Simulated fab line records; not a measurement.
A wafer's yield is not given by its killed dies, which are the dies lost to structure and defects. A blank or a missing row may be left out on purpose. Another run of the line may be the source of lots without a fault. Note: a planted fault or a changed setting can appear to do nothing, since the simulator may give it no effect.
A lot that was struck, set against a sound lot / flow nand harc / 13 steps out of a route of 1302
Sound: the wafers L534.3, L534.4, L534.6. The struck wafers were L538.1, L538.4, L538.6. Last of all comes the cause.
Each step with rows lists, per side, the tool, then ch with its chambers, then its first start. Under that, the readings that differ: sound wafers / struck wafers / difference of the means / sigmas: that difference in standard deviations of wafers without a fault.
alike: same words and numbers on both sides, and readings whose means sit less than 2 such deviations apart. not compared: any withheld reading, any reading some wafer has no value for, any bound like >300 that may hide the same value, and any number with overlapping values for which the record gives no deviation.
Wherever a step has rows on one side only, a row that says differs or no value, or a row with sigmas, the two part there. Numbers that have no deviation but don't overlap get no sigmas and don't part them. A reading that every wafer of one side lacks parts them only if that side has two wafers or more.

NHARC_A_M0_CMP_23: polishes, t overpolish 20 s, target thk 113.75 nm.
  sound on cmp-04 ch 1,2,3, day 26 23:40; struck on cmp-03 ch 1,3, day 28 21:28
  alike: motor current A, time to endpoint s
NHARC_A_M0_THK_MEAS_24: measures by xrf.
  sound on film metro-01, day 26 23:58; struck on film metro-02, day 28 21:47
  alike: thk nm
then, 1 step without rows for these wafers: NHARC_A_M0_SRD_25.
NHARC_A_M0_INSPECT_27:
  sound on defect inspect-01, day 27 00:07; struck on defect inspect-02, day 28 21:56
  alike: raw defect count
NHARC_A_M0_PRE_CLEAN_31: time 12 s.
  sound on pecvd-02 ch 1,2, day 27 00:11; struck on pecvd-02 ch 1,2, day 28 22:02
  alike: heater power w
NHARC_A_M0_DEP_32: deposits SiCN, target thk 30 nm.
  sound on pecvd-02 ch 1,2, day 27 00:16; struck on pecvd-02 ch 1,2, day 28 22:10
  alike: heater power w
then, 5 steps without rows for these wafers: NHARC_A_M1_DEP_00 (deposits SiOC, target thk 182.5 nm); NHARC_A_M1_DEHYDRATE_01 (time 120 s); NHARC_A_M1_HMDS_02 (time 30 s); NHARC_A_M1_COAT_34 (time 65 s); NHARC_A_M1_COAT_03 (resist thk 90 nm).
NHARC_A_M1_SOFTBAKE_04: time 55 s.
  sound on litho track-04 ch 0, day 27 01:00; struck on litho track-06 ch 0, day 28 22:00
reading=heater power total W (W); sound=188.51 188.45 188.43; struck=184.18 184.08 184.04; difference=-4.36; sigmas=-31
reading=plate temp C (C); sound=105.05 104.99 104.93; struck=103.17 103.00 103.30; difference=-1.83; sigmas=-14
then, 1 step without rows for these wafers: NHARC_A_M1_EBR_05.

WHERE THEY PART
NHARC_A_M1_SOFTBAKE_04 only, going by this record.

WHY: what had been put in by the simulator
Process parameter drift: litho track-06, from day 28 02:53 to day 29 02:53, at NHARC_A_M1_SOFTBAKE_04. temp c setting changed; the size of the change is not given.
